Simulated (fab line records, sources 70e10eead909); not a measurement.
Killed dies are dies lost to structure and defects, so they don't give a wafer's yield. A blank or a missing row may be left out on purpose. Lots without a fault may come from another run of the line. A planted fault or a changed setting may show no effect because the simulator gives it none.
A struck lot beside a sound one | flow nand_harc | 13 steps out of a route of 1302
Sound: wafers L422.1, L422.3, L422.5. Struck: wafers L411.2, L411.4, L411.6. The cause comes at the end.
At each step with rows: each side's tool, then ch and its chambers, then its first start. Under that, the readings that differ: sound wafers | struck wafers | difference of the means | sigmas: that difference in standard deviations of wafers without a fault.
alike: readings whose means differ by less than 2 such deviations, and words and numbers that are the same on both sides. not compared: withheld readings, readings that some wafer has no value for, bounds like >300 that may hide the same value, and numbers for which the record gives no deviation and whose values overlap.
The two part at a step that has a row with sigmas, a row that says differs or no value, or rows on one side only. Numbers that don't overlap but have no deviation are shown without sigmas and don't part them. A reading that every wafer of one side lacks parts them only if that side has two wafers or more.

NHARC_A_DECK1_JOINT_CMP_02: polishes SiOx.
  sound on cmp-01 ch 0,1, day 19 09:35; struck on cmp-01 ch 0,1,3, day 15 13:35
  alike: motor_current_A
then, 1 step without rows for these wafers: NHARC_A_DECK1_JOINT_SRD_15.
NHARC_A_DECK1_JOINT_DEP_16: deposits SiO2, target thk 45 nm.
  sound on pecvd-03 ch 0,2, day 19 10:00; struck on pecvd-02 ch 0,2, day 15 14:00
  alike: heater_power_w, showerhead_vpp_V, throttle_valve_pct
NHARC_A_DECK1_JOINT_THK_MEAS_17: measures by ellipsometry.
  sound on film_metro-02, day 19 10:17; struck on film_metro-01, day 15 14:13
  alike: thk_nm
NHARC_A_DECK1_JOINT_INSPECT_05:
  sound on defect_inspect-02, day 19 10:19; struck on defect_inspect-01, day 15 14:16
  alike: raw_defect_count
then, 1 step without rows for these wafers: NHARC_A_ONON_D2_DEP_00 (target thk 1000 nm).
NHARC_A_ONON_D2_THK_MEAS_02: measures by ellipsometry.
  sound on film_metro-02, day 19 10:53; struck on film_metro-02, day 15 14:50
  alike: thk_nm
then, 1 step without rows for these wafers: NHARC_A_ONON_D2_DEP_03 (target thk 1000 nm).
NHARC_A_ONON_D2_THK_MEAS_05: measures by ellipsometry.
  sound on film_metro-02, day 19 11:28; struck on film_metro-01, day 15 15:25
  alike: thk_nm
then, 1 step without rows for these wafers: NHARC_A_ONON_D2_DEP_06 (target thk 1000 nm).
NHARC_A_ONON_D2_THK_MEAS_08: measures by ellipsometry.
  sound on film_metro-01, day 19 12:02; struck on film_metro-02, day 15 15:58
  alike: thk_nm
NHARC_A_ONON_D2_DEP_09: target thk 1000 nm.
  sound on pecvd_onon-04 ch 0, day 19 12:05; struck on pecvd_onon-04 ch 0, day 15 16:05
  alike: n2_flow_sccm
NHARC_A_ONON_D2_THK_MEAS_11: measures by ellipsometry.
  sound on film_metro-02, day 19 12:36; struck on film_metro-01, day 15 16:43
  reading     | sound          | struck         | difference | sigmas
  thk_nm (nm) | 1013 1014 1014 | 1086 1086 1089 | +73        | +7
  not compared: hold

WHERE THEY PART
Only at NHARC_A_ONON_D2_THK_MEAS_11, within this record.

WHY: what the simulator had put in
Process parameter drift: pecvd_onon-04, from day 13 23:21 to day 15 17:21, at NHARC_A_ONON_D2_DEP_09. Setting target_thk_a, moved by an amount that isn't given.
